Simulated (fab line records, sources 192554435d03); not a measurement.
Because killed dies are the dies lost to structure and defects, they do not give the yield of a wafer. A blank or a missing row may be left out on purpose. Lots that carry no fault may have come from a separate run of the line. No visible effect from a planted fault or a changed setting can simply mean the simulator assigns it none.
Matching of chambers ; flow n5Finfet ; pecvd-03 running N5_BEOL_M0_SAQP_PECVD_97: 3 sister chambers
The step deposits SiNx from SiH4/NH3/N2, target thk 23 nm, time 19.9 s. 3 wafers are shown with their chamber, then 7 later ones without.

## WAFERS, EACH WITH ITS CHAMBER
wafer;chamber;showerheadVppV (V)
L258.6;2;1032
L259.1;1;1107
L259.2;0;1028

## WAFERS MISSING THEIR CHAMBER
wafer;showerheadVppV (V)
L259.5;1106
L264.2;1015
L264.3;1125
L264.5;1092
L271.1;1038
L271.4;1117
L271.6;990

## EACH ONE'S CHAMBER
wafer;from the rows above;in truth
L259.5;1;1
L264.2;can't be placed: 0 or 2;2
L264.3;1;1
L264.5;1;1
L271.1;can't be placed: 2 or 0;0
L271.4;1;1
L271.6;can't be placed: 0 or 2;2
4 of 7 placed correctly. From these rows, 3 cannot be placed; in 3 the true chamber is one of the candidates. Wrongly placed: 0.
How it was worked out, from the rows above alone: a wafer's distance from a chamber is the root of the sum, over the readings, of the square of ((its reading less the chamber's mean) divided by the reading's scatter). The wafer belongs to the nearest chamber; if the next one is less than 2 further off, it can't be placed. A chamber's mean is the mean of its shown wafers. The scatter: root of mean squared gap, hidden wafer to nearest shown wafer, with one shown wafer a chamber.
